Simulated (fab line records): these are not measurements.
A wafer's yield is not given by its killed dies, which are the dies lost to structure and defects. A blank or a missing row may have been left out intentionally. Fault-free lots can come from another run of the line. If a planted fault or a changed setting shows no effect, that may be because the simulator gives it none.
Matching of chambers || flow nand harc || NHARC_P_CONTACT_STRIP_28 on rie diel-05 has 4 sister chambers
The step strips in O2. 27 wafers are shown with their chamber, then 12 later ones without.

== EACH WAFER AND ITS CHAMBER ==
{"wafer": "L075.1", "chamber": 1, "drypump motor current A (A)": 5.0, "oes product au (a.u.)": 0.986, "rf vpp V (V)": 54.9}
{"wafer": "L075.2", "chamber": 2, "drypump motor current A (A)": 5.5, "oes product au (a.u.)": 1.008, "rf vpp V (V)": 58.2}
{"wafer": "L075.5", "chamber": 2, "drypump motor current A (A)": 5.5, "oes product au (a.u.)": 1.019, "rf vpp V (V)": 58.7}
{"wafer": "L080.1", "chamber": 1, "drypump motor current A (A)": 4.9, "oes product au (a.u.)": 0.979, "rf vpp V (V)": 58.8}
{"wafer": "L080.2", "chamber": 2, "drypump motor current A (A)": 5.5, "oes product au (a.u.)": 1.012, "rf vpp V (V)": 58.7}
{"wafer": "L080.5", "chamber": 2, "drypump motor current A (A)": 5.5, "oes product au (a.u.)": 1.012, "rf vpp V (V)": 57.3}
{"wafer": "L081.1", "chamber": 2, "drypump motor current A (A)": 5.5, "oes product au (a.u.)": 1.022, "rf vpp V (V)": 58.4}
{"wafer": "L081.2", "chamber": 3, "drypump motor current A (A)": 5.6, "oes product au (a.u.)": 0.989, "rf vpp V (V)": 57.3}
{"wafer": "L081.4", "chamber": 0, "drypump motor current A (A)": 6.3, "oes product au (a.u.)": 0.992, "rf vpp V (V)": 56.1}
{"wafer": "L083.2", "chamber": 2, "drypump motor current A (A)": 5.5, "oes product au (a.u.)": 1.004, "rf vpp V (V)": 58.9}
{"wafer": "L083.5", "chamber": 0, "drypump motor current A (A)": 6.3, "oes product au (a.u.)": 0.991, "rf vpp V (V)": 58.7}
{"wafer": "L083.6", "chamber": 3, "drypump motor current A (A)": 5.6, "oes product au (a.u.)": 0.994, "rf vpp V (V)": 57.5}
{"wafer": "L085.1", "chamber": 1, "drypump motor current A (A)": 4.9, "oes product au (a.u.)": 0.993, "rf vpp V (V)": 57.7}
{"wafer": "L085.2", "chamber": 2, "drypump motor current A (A)": 5.5, "oes product au (a.u.)": 1.013, "rf vpp V (V)": 59.5}
{"wafer": "L085.6", "chamber": 3, "drypump motor current A (A)": 5.6, "oes product au (a.u.)": 1.009, "rf vpp V (V)": 57.4}
{"wafer": "L087.1", "chamber": 3, "drypump motor current A (A)": 5.6, "oes product au (a.u.)": 1.004, "rf vpp V (V)": 55.9}
{"wafer": "L087.3", "chamber": 0, "drypump motor current A (A)": 6.4, "oes product au (a.u.)": 0.984, "rf vpp V (V)": 56.9}
{"wafer": "L087.5", "chamber": 2, "drypump motor current A (A)": 5.5, "oes product au (a.u.)": 0.997, "rf vpp V (V)": 56.6}
{"wafer": "L088.1", "chamber": 2, "drypump motor current A (A)": 5.5, "oes product au (a.u.)": 1.006, "rf vpp V (V)": 57.9}
{"wafer": "L088.3", "chamber": 1, "drypump motor current A (A)": 4.9, "oes product au (a.u.)": 1.001, "rf vpp V (V)": 58.1}
{"wafer": "L088.6", "chamber": 3, "drypump motor current A (A)": 5.6, "oes product au (a.u.)": 0.992, "rf vpp V (V)": 57.8}
{"wafer": "L090.1", "chamber": 2, "drypump motor current A (A)": 5.5, "oes product au (a.u.)": 1.014, "rf vpp V (V)": 56.7}
{"wafer": "L090.3", "chamber": 1, "drypump motor current A (A)": 4.9, "oes product au (a.u.)": 0.995, "rf vpp V (V)": 57.7}
{"wafer": "L090.5", "chamber": 0, "drypump motor current A (A)": 6.3, "oes product au (a.u.)": 0.996, "rf vpp V (V)": 57.2}
{"wafer": "L093.1", "chamber": 1, "drypump motor current A (A)": 4.9, "oes product au (a.u.)": 1.000, "rf vpp V (V)": 56.4}
{"wafer": "L093.4", "chamber": 0, "drypump motor current A (A)": 6.3, "oes product au (a.u.)": 0.998, "rf vpp V (V)": 57.7}
{"wafer": "L093.6", "chamber": 1, "drypump motor current A (A)": 4.9, "oes product au (a.u.)": 1.004, "rf vpp V (V)": 57.9}

SIGNATURES (averages over the wafers above)
{"reading": "drypump motor current A", "chamber 0": 6.320, "chamber 1": 4.914, "chamber 2": 5.500, "chamber 3": 5.600, "scatter within a chamber": 0.0268}
{"reading": "oes product au", "chamber 0": 0.99220, "chamber 1": 0.99400, "chamber 2": 1.01070, "chamber 3": 0.99760, "scatter within a chamber": 0.00769}
{"reading": "rf vpp V", "chamber 0": 57.320, "chamber 1": 57.357, "chamber 2": 58.090, "chamber 3": 57.180, "scatter within a chamber": 1.03}
Rule: a wafer lies at a distance from a chamber equal to the root of the sum of squares, over the readings, of (its reading less the chamber's mean, divided by the reading's scatter). If the next closest chamber is less than 2 further off than the closest, the wafer can't be placed; otherwise it belongs to the closest. The scatter: take each reading less its chamber's mean, square it, sum over the shown wafers, divide by the number of wafers less the number of chambers, and take the root.

== WAFERS WITH NO CHAMBER GIVEN ==
{"wafer": "L094.1", "drypump motor current A (A)": 4.9, "oes product au (a.u.)": 0.996, "rf vpp V (V)": 57.5}
{"wafer": "L094.3", "drypump motor current A (A)": 5.6, "oes product au (a.u.)": 0.997, "rf vpp V (V)": 57.4}
{"wafer": "L094.4", "drypump motor current A (A)": 6.4, "oes product au (a.u.)": 0.994, "rf vpp V (V)": 57.5}
{"wafer": "L095.1", "drypump motor current A (A)": 5.5, "oes product au (a.u.)": 1.003, "rf vpp V (V)": 57.9}
{"wafer": "L095.4", "drypump motor current A (A)": 4.9, "oes product au (a.u.)": 0.994, "rf vpp V (V)": 57.6}
{"wafer": "L095.5", "drypump motor current A (A)": 4.9, "oes product au (a.u.)": 0.985, "rf vpp V (V)": 56.5}
{"wafer": "L096.2", "drypump motor current A (A)": 5.5, "oes product au (a.u.)": 1.001, "rf vpp V (V)": 58.2}
{"wafer": "L096.3", "drypump motor current A (A)": 5.6, "oes product au (a.u.)": 0.995, "rf vpp V (V)": 56.4}
{"wafer": "L096.5", "drypump motor current A (A)": 4.9, "oes product au (a.u.)": 0.997, "rf vpp V (V)": 56.6}
{"wafer": "L097.2", "drypump motor current A (A)": 4.9, "oes product au (a.u.)": 1.004, "rf vpp V (V)": 59.4}
{"wafer": "L097.4", "drypump motor current A (A)": 6.3, "oes product au (a.u.)": 0.983, "rf vpp V (V)": 58.3}
{"wafer": "L097.5", "drypump motor current A (A)": 4.9, "oes product au (a.u.)": 1.001, "rf vpp V (V)": 59.2}

== THE CHAMBER EACH PASSED THROUGH ==
{"wafer": "L094.1", "from the rows above": 1, "in truth": 1}
{"wafer": "L094.3", "from the rows above": 3, "in truth": 3}
{"wafer": "L094.4", "from the rows above": 0, "in truth": 0}
{"wafer": "L095.1", "from the rows above": 2, "in truth": 2}
{"wafer": "L095.4", "from the rows above": 1, "in truth": 1}
{"wafer": "L095.5", "from the rows above": 1, "in truth": 1}
{"wafer": "L096.2", "from the rows above": 2, "in truth": 2}
{"wafer": "L096.3", "from the rows above": 3, "in truth": 3}
{"wafer": "L096.5", "from the rows above": 1, "in truth": 1}
{"wafer": "L097.2", "from the rows above": 1, "in truth": 1}
{"wafer": "L097.4", "from the rows above": 0, "in truth": 0}
{"wafer": "L097.5", "from the rows above": 1, "in truth": 1}
Correct placement for 12 of the 12. Not placeable from these rows: 0. Placed wrongly: 0.
